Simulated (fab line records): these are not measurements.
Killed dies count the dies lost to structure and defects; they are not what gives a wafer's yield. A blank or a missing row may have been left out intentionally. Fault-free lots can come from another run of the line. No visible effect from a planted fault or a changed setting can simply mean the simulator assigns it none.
Which tool did it? :: flow nand-harc :: Sampling: 11 lots, 33 wafers, 5 of 1159 route steps

WHAT THE GAUGES READ, wafer by wafer
NHARC_A_M1_CD_MEAS_09: target cd 120 nm. Usual: cd-nm at 120.0 nm, with a standard deviation of 0.5.
lot: L588
measured: day 18 01:04
on: cd-sem-02
cd-nm (nm): 120.2 120.2 120.2
flag: 

lot: L590
measured: day 19 08:11
on: cd-sem-02
cd-nm (nm): 120.4 120.5 120.6
flag: 

lot: L592
measured: day 19 19:17
on: cd-sem-03
cd-nm (nm): 120.2 119.5 119.8
flag: 

lot: L594
measured: day 20 10:32
on: cd-sem-01
cd-nm (nm): 120.3 120.1 120.5
flag: 

lot: L595
measured: day 20 11:01
on: cd-sem-02
cd-nm (nm): 120.3 119.8 119.5
flag: 

lot: L596
measured: day 20 19:21
on: cd-sem-03
cd-nm (nm): 119.5 120.0 119.6
flag: 

lot: L601
measured: day 21 17:47
on: cd-sem-01
cd-nm (nm): 119.2 119.4 119.5
flag: 

lot: L603
measured: day 22 05:13
on: cd-sem-02
cd-nm (nm): 119.9 119.9 120.1
flag: 

lot: L604
measured: day 22 05:31
on: cd-sem-02
cd-nm (nm): 119.6 120.1 119.9
flag: 

lot: L607
measured: day 22 15:29
on: cd-sem-01
cd-nm (nm): 119.8 119.5 119.6
flag: 

lot: L606
measured: day 23 02:38
on: cd-sem-01
cd-nm (nm): 120.3 119.5 119.8
flag: 

NHARC_A_M1_CD_MEAS_16. Usual: cd-nm at 119.8 nm, with a standard deviation of 0.55.
lot: L588
measured: day 18 01:34
on: cd-sem-01
cd-nm (nm): 120.3 119.8 119.7
flag: 

lot: L590
measured: day 19 08:40
on: cd-sem-01
cd-nm (nm): 120.4 120.5 120.4
flag: 

lot: L592
measured: day 19 19:47
on: cd-sem-03
cd-nm (nm): 119.6 119.4 119.6
flag: 

lot: L594
measured: day 20 11:04
on: cd-sem-03
cd-nm (nm): 119.4 120.3 120.1
flag: 

lot: L595
measured: day 20 11:39
on: cd-sem-01
cd-nm (nm): 118.9 119.6 119.3
flag: 

lot: L596
measured: day 20 19:52
on: cd-sem-01
cd-nm (nm): 119.4 119.4 119.3
flag: 

lot: L601
measured: day 21 18:17
on: cd-sem-03
cd-nm (nm): 118.8 119.0 119.5
flag: 

lot: L603
measured: day 22 05:43
on: cd-sem-03
cd-nm (nm): 119.3 120.6 119.8
flag: 

lot: L604
measured: day 22 06:02
on: cd-sem-01
cd-nm (nm): 119.5 120.1 119.2
flag: 

lot: L607
measured: day 22 15:59
on: cd-sem-03
cd-nm (nm): 119.1 119.4 119.6
flag: 

lot: L606
measured: day 23 03:07
on: cd-sem-02
cd-nm (nm): 120.0 119.9 120.3
flag: 

NHARC_END_SORT_01. Usual: defect-limited-yield 95.2 %, standard deviation 1.6; killed-at-array 28, standard deviation 11; killed-at-other 0.8, standard deviation 1.3; killed-at-periphery 3.6, standard deviation 2.5; killed-dies 32, standard deviation 11; killed-open 3.0, standard deviation 1.8; killed-short 2.0, standard deviation 1.5; sort_bin_2_pct 1.5 %, standard deviation 0.66; sort_bin_3_pct 0.25 %, standard deviation 0.23; sort_bin_4_pct 3.0 %, standard deviation 1.1; sort-n-pass 645, standard deviation 11; sort-rim-yield-pct 96.0 %, standard deviation 2.9; sort-yield-pct 95.2 %, standard deviation 1.6.
lot: L588
measured: day 20 22:04
on: prober-02
defect-limited-yield (%): 96.2 92.0 95.3
killed-at-array: 23 49 31
killed-at-other: 0 0 0
killed-at-periphery: 3 5 1
killed-dies: 26 54 32
killed-open: 2 6 3
killed-short: 2 2 2
sort_bin_2_pct (%): 1.3 3.1 1.5
sort_bin_3_pct (%): 0 0.15 0.44
sort_bin_4_pct (%): 2.5 4.7 2.8
sort-n-pass: 651 623 645
sort-rim-yield-pct (%): 95.3 92.5 95.3
sort-yield-pct (%): 96.2 92.0 95.3
flag: 

lot: L590
measured: day 21 05:14
on: prober-01
defect-limited-yield (%): 95.0 94.2 95.6
killed-at-array: 29 34 28
killed-at-other: 2 1 0
killed-at-periphery: 3 4 2
killed-dies: 34 39 30
killed-open: 1 4 5
killed-short: 4 2 0
sort_bin_2_pct (%): 0.9 1.6 1.2
sort_bin_3_pct (%): 0.44 0 0.44
sort_bin_4_pct (%): 3.7 4.1 2.8
sort-n-pass: 643 638 647
sort-rim-yield-pct (%): 94.3 92.5 97.2
sort-yield-pct (%): 95.0 94.2 95.6
flag: 

lot: L592
measured: day 21 22:28
on: prober-01
defect-limited-yield (%): 0 0 0
killed-at-array: 673 671 672
killed-at-other: 1 0 0
killed-at-periphery: 3 6 5
killed-dies: 677 677 677
killed-open: 1 2 3
killed-short: 0 3 2
sort_bin_2_pct (%): 97.5 97.5 96.8
sort_bin_3_pct (%): 0 0.44 0.44
sort_bin_4_pct (%): 2.5 2.1 2.8
sort-n-pass: 0 0 0
sort-rim-yield-pct (%): 0 0 0
sort-yield-pct (%): 0 0 0
flag: OFF

lot: L594
measured: day 22 05:19
on: prober-02
defect-limited-yield (%): 0 0 0
killed-at-array: 676 674 673
killed-at-other: 0 0 0
killed-at-periphery: 1 3 4
killed-dies: 677 677 677
killed-open: 3 3 2
killed-short: 2 2 2
sort_bin_2_pct (%): 96.3 97.0 96.8
sort_bin_3_pct (%): 0.59 0.15 0.15
sort_bin_4_pct (%): 3.1 2.8 3.1
sort-n-pass: 0 0 0
sort-rim-yield-pct (%): 0 0 0
sort-yield-pct (%): 0 0 0
flag: OFF

lot: L595
measured: day 22 04:41
on: prober-01
defect-limited-yield (%): 0 0 0
killed-at-array: 671 671 671
killed-at-other: 1 1 0
killed-at-periphery: 5 5 6
killed-dies: 677 677 677
killed-open: 2 6 2
killed-short: 6 0 6
sort_bin_2_pct (%): 95.3 97.2 96.5
sort_bin_3_pct (%): 0.30 0.30 0.30
sort_bin_4_pct (%): 4.4 2.5 3.2
sort-n-pass: 0 0 0
sort-rim-yield-pct (%): 0 0 0
sort-yield-pct (%): 0 0 0
flag: OFF

lot: L596
measured: day 22 13:20
on: prober-01
defect-limited-yield (%): 96.5 95.9 93.9
killed-at-array: 20 21 32
killed-at-other: 1 0 2
killed-at-periphery: 3 7 7
killed-dies: 24 28 41
killed-open: 2 2 2
killed-short: 4 4 2
sort_bin_2_pct (%): 1.3 1.6 2.5
sort_bin_3_pct (%): 0 0.15 0.44
sort_bin_4_pct (%): 2.2 2.4 3.1
sort-n-pass: 653 649 636
sort-rim-yield-pct (%): 94.3 95.3 99.1
sort-yield-pct (%): 96.5 95.9 93.9
flag: 

lot: L601
measured: day 23 03:58
on: prober-02
defect-limited-yield (%): 92.9 94.7 91.6
killed-at-array: 42 30 52
killed-at-other: 3 1 1
killed-at-periphery: 3 5 4
killed-dies: 48 36 57
killed-open: 1 3 8
killed-short: 1 0 2
sort_bin_2_pct (%): 2.1 2.7 2.5
sort_bin_3_pct (%): 0.44 0 0.44
sort_bin_4_pct (%): 4.6 2.7 5.5
sort-n-pass: 629 641 620
sort-rim-yield-pct (%): 88.7 90.6 91.5
sort-yield-pct (%): 92.9 94.7 91.6
flag: 

lot: L603
measured: day 23 19:44
on: prober-02
defect-limited-yield (%): 92.0 92.8 92.0
killed-at-array: 46 38 44
killed-at-other: 2 4 4
killed-at-periphery: 6 7 6
killed-dies: 54 49 54
killed-open: 4 2 5
killed-short: 5 4 1
sort_bin_2_pct (%): 2.7 1.8 2.8
sort_bin_3_pct (%): 0.30 0.59 0.44
sort_bin_4_pct (%): 5.0 4.9 4.7
sort-n-pass: 623 628 623
sort-rim-yield-pct (%): 91.5 90.6 91.5
sort-yield-pct (%): 92.0 92.8 92.0
flag: 

lot: L604
measured: day 23 19:52
on: prober-01
defect-limited-yield (%): 93.2 94.8 94.2
killed-at-array: 41 33 36
killed-at-other: 2 1 2
killed-at-periphery: 3 1 1
killed-dies: 46 35 39
killed-open: 2 1 0
killed-short: 2 2 2
sort_bin_2_pct (%): 1.9 1.9 2.1
sort_bin_3_pct (%): 0.89 0 0.30
sort_bin_4_pct (%): 4.0 3.2 3.4
sort-n-pass: 631 642 638
sort-rim-yield-pct (%): 96.2 98.1 96.2
sort-yield-pct (%): 93.2 94.8 94.2
flag: 

lot: L607
measured: day 24 04:13
on: prober-02
defect-limited-yield (%): 96.3 94.5 95.6
killed-at-array: 22 33 28
killed-at-other: 0 0 0
killed-at-periphery: 3 4 2
killed-dies: 25 37 30
killed-open: 4 4 2
killed-short: 3 4 4
sort_bin_2_pct (%): 1.6 1.9 1.3
sort_bin_3_pct (%): 0.30 0.15 0.44
sort_bin_4_pct (%): 1.8 3.4 2.7
sort-n-pass: 652 640 647
sort-rim-yield-pct (%): 92.5 97.2 91.5
sort-yield-pct (%): 96.3 94.5 95.6
flag: 

lot: L606
measured: day 24 18:07
on: prober-01
defect-limited-yield (%): 95.1 96.9 95.7
killed-at-array: 31 17 26
killed-at-other: 0 0 0
killed-at-periphery: 2 4 3
killed-dies: 33 21 29
killed-open: 4 4 8
killed-short: 3 2 0
sort_bin_2_pct (%): 1.2 1.5 1.0
sort_bin_3_pct (%): 0.44 0.15 0.59
sort_bin_4_pct (%): 3.2 1.5 2.7
sort-n-pass: 644 656 648
sort-rim-yield-pct (%): 99.1 98.1 94.3
sort-yield-pct (%): 95.1 96.9 95.7
flag: 

TOOL THAT RAN EACH LOT (tool first, then ch and the chambers of the sampled wafers, then the start)
lot: L588
NHARC_A_M1_ETCH_15: rie-diel-08 ch 0,1, day 18 01:34 or earlier
NHARC_A_M1_ETCH_28: rie-diel-04 ch 0,1,3, day 18 01:53

lot: L590
NHARC_A_M1_ETCH_15: rie-diel-08 ch 0,1,3, day 19 08:40 or earlier
NHARC_A_M1_ETCH_28: rie-diel-12 ch 0,3, day 19 09:00

lot: L592
NHARC_A_M1_ETCH_15: rie-diel-04 ch 0,2, day 19 19:47 or earlier
NHARC_A_M1_ETCH_28: rie-diel-12 ch 0,1,3, day 19 20:06

lot: L594
NHARC_A_M1_ETCH_15: rie-diel-08 ch 2,3, day 20 11:04 or earlier
NHARC_A_M1_ETCH_28: rie-diel-12 ch 0,1,2, day 20 11:23

lot: L595
NHARC_A_M1_ETCH_15: rie-diel-08 ch 2,3, day 20 11:39 or earlier
NHARC_A_M1_ETCH_28: rie-diel-12 ch 1,2,3, day 20 11:58

lot: L596
NHARC_A_M1_ETCH_15: rie-diel-04 ch 0,2,3, day 20 19:52 or earlier
NHARC_A_M1_ETCH_28: rie-diel-12 ch 0,2,3, day 20 20:10

lot: L601
NHARC_A_M1_ETCH_15: rie-diel-12 ch 2,3, day 21 18:17 or earlier
NHARC_A_M1_ETCH_28: rie-diel-04 ch 0,2,3, day 21 18:37

lot: L603
NHARC_A_M1_ETCH_15: rie-diel-08 ch 1,2,3, day 22 05:43 or earlier
NHARC_A_M1_ETCH_28: rie-diel-12 ch 1,2,3, day 22 06:02

lot: L604
NHARC_A_M1_ETCH_15: rie-diel-04 ch 0,1,3, day 22 06:02 or earlier
NHARC_A_M1_ETCH_28: rie-diel-08 ch 0,1,3, day 22 06:21

lot: L607
NHARC_A_M1_ETCH_15: rie-diel-12 ch 0,1,2, day 22 15:59 or earlier
NHARC_A_M1_ETCH_28: rie-diel-12 ch 0,2,3, day 22 16:18

lot: L606
NHARC_A_M1_ETCH_15: rie-diel-04 ch 1,2, day 23 03:07 or earlier
NHARC_A_M1_ETCH_28: rie-diel-12 ch 1,2,3, day 23 03:26
- NHARC_A_M1_ETCH_15: etches the open film in C4F8/Ar, target depth 182.5 nm, time 91.2 s.
- NHARC_A_M1_ETCH_28: etches the open film in CF4/N2, target depth 30 nm, time 72.99 s.

WHAT THE TOOLS THEMSELVES READ (means of the sampled wafers that have a number; where no wafer has one, the mark that the record gives instead)
NHARC_A_M1_ETCH_15. Usual: bias-w 299.9 W, standard deviation 0.92; chamber-pressure-mTorr 24.999 mTorr, standard deviation 0.023; oes-product-au 0.955 a.u., standard deviation 0.021; rf-vpp-V 440.5 V, standard deviation 2.4.
lot: L588
tool: rie-diel-08
bias-w (W): 299.4
chamber-pressure-mTorr (mTorr): 24.989
oes-product-au (a.u.): 0.923
rf-vpp-V (V): 444.2
flag: 

lot: L590
tool: rie-diel-08
bias-w (W): 299.9
chamber-pressure-mTorr (mTorr): 25.021
oes-product-au (a.u.): 0.916
rf-vpp-V (V): 443.3
flag: 

lot: L592
tool: rie-diel-04
bias-w (W): 300.0
chamber-pressure-mTorr (mTorr): 25.013
oes-product-au (a.u.): 0.932
rf-vpp-V (V): 439.5
flag: 

lot: L594
tool: rie-diel-08
bias-w (W): 300.1
chamber-pressure-mTorr (mTorr): 25.007
oes-product-au (a.u.): 0.931
rf-vpp-V (V): 441.4
flag: 

lot: L595
tool: rie-diel-08
bias-w (W): 300.6
chamber-pressure-mTorr (mTorr): 25.002
oes-product-au (a.u.): 0.953
rf-vpp-V (V): 441.5
flag: 

lot: L596
tool: rie-diel-04
bias-w (W): 299.7
chamber-pressure-mTorr (mTorr): 25.004
oes-product-au (a.u.): 0.962
rf-vpp-V (V): 439.1
flag: 

lot: L601
tool: rie-diel-12
bias-w (W): 298.7
chamber-pressure-mTorr (mTorr): 25.012
oes-product-au (a.u.): 0.981
rf-vpp-V (V): 441.8
flag: 

lot: L603
tool: rie-diel-08
bias-w (W): 300.3
chamber-pressure-mTorr (mTorr): 24.992
oes-product-au (a.u.): 0.970
rf-vpp-V (V): 441.7
flag: 

lot: L604
tool: rie-diel-04
bias-w (W): 299.3
chamber-pressure-mTorr (mTorr): 24.991
oes-product-au (a.u.): 0.974
rf-vpp-V (V): 439.3
flag: 

lot: L607
tool: rie-diel-12
bias-w (W): 300.5
chamber-pressure-mTorr (mTorr): 24.995
oes-product-au (a.u.): 0.935
rf-vpp-V (V): 440.8
flag: 

lot: L606
tool: rie-diel-04
bias-w (W): 300.4
chamber-pressure-mTorr (mTorr): 24.981
oes-product-au (a.u.): 0.964
rf-vpp-V (V): 438.5
flag: 

NHARC_A_M1_ETCH_28. Usual: bias-w 100.0 W, standard deviation 0.32; cf4-flow-sccm 50.01 sccm, standard deviation 0.16; drypump-motor-current-A 5.7 A, standard deviation 0.44; n2-flow-sccm 100.0 sccm, standard deviation 0.32; oes-product-au 1.003 a.u., standard deviation 0.0081; rf-vpp-V 314.4 V, standard deviation 1.9; showerhead-plenum-p-Torr 2.63 Torr, standard deviation 0.1; throttle-valve-pct 19.794 %, standard deviation 0.0091.
lot: L588
tool: rie-diel-04
bias-w (W): 100.2
cf4-flow-sccm (sccm): 50.06
drypump-motor-current-A (A): 5.9
n2-flow-sccm (sccm): 100.0
oes-product-au (a.u.): 1.003
rf-vpp-V (V): 312.7
showerhead-plenum-p-Torr (Torr): 2.55
throttle-valve-pct (%): 19.804
flag: 

lot: L590
tool: rie-diel-12
bias-w (W): 99.8
cf4-flow-sccm (sccm): 50.25
drypump-motor-current-A (A): 5.9
n2-flow-sccm (sccm): 100.0
oes-product-au (a.u.): 0.996
rf-vpp-V (V): 314.3
showerhead-plenum-p-Torr (Torr): 2.60
throttle-valve-pct (%): 19.778
flag: 

lot: L592
tool: rie-diel-12
bias-w (W): -
cf4-flow-sccm (sccm): -
drypump-motor-current-A (A): -
n2-flow-sccm (sccm): -
oes-product-au (a.u.): -
rf-vpp-V (V): -
showerhead-plenum-p-Torr (Torr): -
throttle-valve-pct (%): -
flag: OFF

lot: L594
tool: rie-diel-12
bias-w (W): -
cf4-flow-sccm (sccm): -
drypump-motor-current-A (A): -
n2-flow-sccm (sccm): -
oes-product-au (a.u.): -
rf-vpp-V (V): -
showerhead-plenum-p-Torr (Torr): -
throttle-valve-pct (%): -
flag: OFF

lot: L595
tool: rie-diel-12
bias-w (W): -
cf4-flow-sccm (sccm): -
drypump-motor-current-A (A): -
n2-flow-sccm (sccm): -
oes-product-au (a.u.): -
rf-vpp-V (V): -
showerhead-plenum-p-Torr (Torr): -
throttle-valve-pct (%): -
flag: OFF

lot: L596
tool: rie-diel-12
bias-w (W): 100.0
cf4-flow-sccm (sccm): 50.00
drypump-motor-current-A (A): 6.0
n2-flow-sccm (sccm): 99.9
oes-product-au (a.u.): 1.009
rf-vpp-V (V): 314.1
showerhead-plenum-p-Torr (Torr): 2.68
throttle-valve-pct (%): 19.784
flag: 

lot: L601
tool: rie-diel-04
bias-w (W): 99.8
cf4-flow-sccm (sccm): 50.12
drypump-motor-current-A (A): 5.5
n2-flow-sccm (sccm): 100.4
oes-product-au (a.u.): 0.997
rf-vpp-V (V): 313.2
showerhead-plenum-p-Torr (Torr): 2.56
throttle-valve-pct (%): 19.794
flag: 

lot: L603
tool: rie-diel-12
bias-w (W): 100.0
cf4-flow-sccm (sccm): 49.93
drypump-motor-current-A (A): 5.8
n2-flow-sccm (sccm): 99.8
oes-product-au (a.u.): 1.001
rf-vpp-V (V): 315.0
showerhead-plenum-p-Torr (Torr): 2.64
throttle-valve-pct (%): 19.789
flag: 

lot: L604
tool: rie-diel-08
bias-w (W): 99.7
cf4-flow-sccm (sccm): 49.85
drypump-motor-current-A (A): 5.5
n2-flow-sccm (sccm): 99.8
oes-product-au (a.u.): 0.992
rf-vpp-V (V): 316.5
showerhead-plenum-p-Torr (Torr): 2.71
throttle-valve-pct (%): 19.798
flag: 

lot: L607
tool: rie-diel-12
bias-w (W): 100.1
cf4-flow-sccm (sccm): 50.09
drypump-motor-current-A (A): 6.0
n2-flow-sccm (sccm): 100.2
oes-product-au (a.u.): 1.002
rf-vpp-V (V): 314.4
showerhead-plenum-p-Torr (Torr): 2.68
throttle-valve-pct (%): 19.803
flag: 

lot: L606
tool: rie-diel-12
bias-w (W): 99.9
cf4-flow-sccm (sccm): 49.96
drypump-motor-current-A (A): 5.8
n2-flow-sccm (sccm): 100.0
oes-product-au (a.u.): 0.997
rf-vpp-V (V): 314.6
showerhead-plenum-p-Torr (Torr): 2.64
throttle-valve-pct (%): 19.789
flag: 

THE ANSWER, worked out from the rows above alone
Rule: a lot is off if the mean of its wafers that have a number lies more than 3 standard deviations from the usual mean. A lot without any number at a reading at which 4 lots or more have one is off too. Any other lot the step has rows for is counted as sound. The gauges are gone through in route order, then the tools' own readings, and for those a lot's mean is taken as printed above. The first step at which some lot is off is used, and at that step the reading that is off furthest; a lot without a number counts as furthest.
Off: L592, L594, L595 (NHARC_END_SORT_01, sort_bin_2_pct).
A tool fits if, at a process step before that reading, it ran every lot that is off, and no sound lot after the first of them. The gauges at NHARC_END_SORT_01 aren't tried: what is off there is off at NHARC_A_M1_ETCH_28 too, on other tools, and a gauge's error can't cause that. NHARC_A_M1_ETCH_15 gives no start for some lots, so the hours and the order of its lots are those of NHARC_A_M1_CD_MEAS_16. Not one of the candidates tried fits.

WHAT THE SIMULATOR PUT IN
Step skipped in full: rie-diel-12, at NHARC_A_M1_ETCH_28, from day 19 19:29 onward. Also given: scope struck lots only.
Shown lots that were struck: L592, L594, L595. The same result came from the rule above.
